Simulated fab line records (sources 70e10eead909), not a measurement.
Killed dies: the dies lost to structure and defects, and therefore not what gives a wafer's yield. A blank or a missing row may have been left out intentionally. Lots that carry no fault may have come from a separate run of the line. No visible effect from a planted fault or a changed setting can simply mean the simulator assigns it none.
Chamber matching || flow nand_harc || NHARC_A_CONTACT_ETCH_48 on rie_diel-03: 4 sister chambers
The step etches the open film in CF4, target depth 39 nm, time 65 s. 4 wafers are shown with their chamber, then 7 later ones without.

## EACH WAFER AND ITS CHAMBER
{"wafer": "L082.6", "chamber": 2, "showerhead_plenum_p_Torr (Torr)": 1.87}
{"wafer": "L086.4", "chamber": 1, "showerhead_plenum_p_Torr (Torr)": 1.83}
{"wafer": "L091.1", "chamber": 3, "showerhead_plenum_p_Torr (Torr)": 1.65}
{"wafer": "L091.2", "chamber": 0, "showerhead_plenum_p_Torr (Torr)": 1.79}

## WAFERS MISSING THEIR CHAMBER
{"wafer": "L091.5", "showerhead_plenum_p_Torr (Torr)": 1.65}
{"wafer": "L093.2", "showerhead_plenum_p_Torr (Torr)": 1.86}
{"wafer": "L093.4", "showerhead_plenum_p_Torr (Torr)": 1.65}
{"wafer": "L093.5", "showerhead_plenum_p_Torr (Torr)": 1.64}
{"wafer": "L096.1", "showerhead_plenum_p_Torr (Torr)": 1.79}
{"wafer": "L096.3", "showerhead_plenum_p_Torr (Torr)": 1.82}
{"wafer": "L096.5", "showerhead_plenum_p_Torr (Torr)": 1.86}

## EACH ONE'S CHAMBER
{"wafer": "L091.5", "from the rows above": 3, "in truth": 3}
{"wafer": "L093.2", "from the rows above": 2, "in truth": 2}
{"wafer": "L093.4", "from the rows above": 3, "in truth": 3}
{"wafer": "L093.5", "from the rows above": 3, "in truth": 3}
{"wafer": "L096.1", "from the rows above": 0, "in truth": 0}
{"wafer": "L096.3", "from the rows above": 1, "in truth": 1}
{"wafer": "L096.5", "from the rows above": 2, "in truth": 2}
Correct placement for 7 of the 7. Left unplaced by these rows: 0. Wrongly placed: 0.
How it was worked out, from the rows above alone: a wafer's distance from a chamber is the root of the sum, over the readings, of the square of ((its reading less the chamber's mean) divided by the reading's scatter). If the next closest chamber is less than 2 further off than the closest, the wafer can't be placed; otherwise it belongs to the closest. The mean given for a chamber averages the wafers shown for that chamber. The scatter: root of mean squared gap, hidden wafer to nearest shown wafer, with one shown wafer a chamber.
